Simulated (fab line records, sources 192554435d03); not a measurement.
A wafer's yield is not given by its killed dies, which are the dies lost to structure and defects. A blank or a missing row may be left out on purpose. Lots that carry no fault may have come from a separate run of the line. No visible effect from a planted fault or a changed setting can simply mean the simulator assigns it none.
Chamber matching    flow n5_finfet    N5_HKMG_FIN_NWFM_ALD_20 on ald_metal-03: 4 sister chambers
The step deposits TiAlC, target thk 2 nm, pulse time 3 s, purge time 2 s. 16 wafers are shown with their chamber, then 8 later ones without.

== EACH WAFER AND ITS CHAMBER ==
wafer   chamber  heater_power_w (W)  precursor_pulse_height_rel
L696.1  2        519                 1.001
L696.4  3        465                 0.974
L696.6  2        508                 1.027
L698.2  3        487                 1.031
L698.5  0        489                 1.008
L698.6  1        376                 1.026
L699.1  1        384                 0.983
L699.2  0        499                 1.020
L699.4  3        463                 1.011
L700.4  3        489                 1.010
L700.5  0        487                 0.970
L700.6  3        475                 1.005
L701.3  0        494                 1.005
L701.4  1        376                 1.016
L701.6  3        471                 1.008
L712.2  2        503                 0.968

SIGNATURES, as means of the wafers listed above
reading                     chamber 0  chamber 1  chamber 2  chamber 3  scatter within a chamber
heater_power_w              492.25     378.67     510.00     475.00     8.48
precursor_pulse_height_rel  1.00075    1.00833    0.99867    1.00650    0.0221
Rule: for each reading, subtract the chamber's mean from the wafer's reading, divide by that reading's scatter and square the result; add these up over the readings and take the root, which gives the wafer's distance from the chamber. The wafer belongs to the nearest chamber; if the next one is less than 2 further off, it can't be placed. The scatter is the square root of a quotient: the sum, over the shown wafers, of each reading's squared deviation from its chamber's mean, divided by wafers minus chambers.

== WAFERS WITH NO CHAMBER GIVEN ==
wafer   heater_power_w (W)  precursor_pulse_height_rel
L712.3  371                 0.973
L712.4  479                 1.007
L713.3  384                 0.992
L713.4  487                 1.006
L713.5  490                 1.010
L718.1  503                 1.000
L718.4  385                 0.990
L718.6  463                 0.978

== CHAMBER TAKEN BY EACH ==
wafer   from the rows above           in truth
L712.3  1                             1
L712.4  can't be placed: 3 or 0       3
L713.3  1                             1
L713.4  can't be placed: 0 or 3       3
L713.5  can't be placed: 0 or 3 or 2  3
L718.1  can't be placed: 2 or 0       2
L718.4  1                             1
L718.6  can't be placed: 3 or 0       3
Correct placement for 3 of the 8. From these rows, 5 cannot be placed; in 5 the true chamber is one of the candidates. Number placed wrongly: 0.
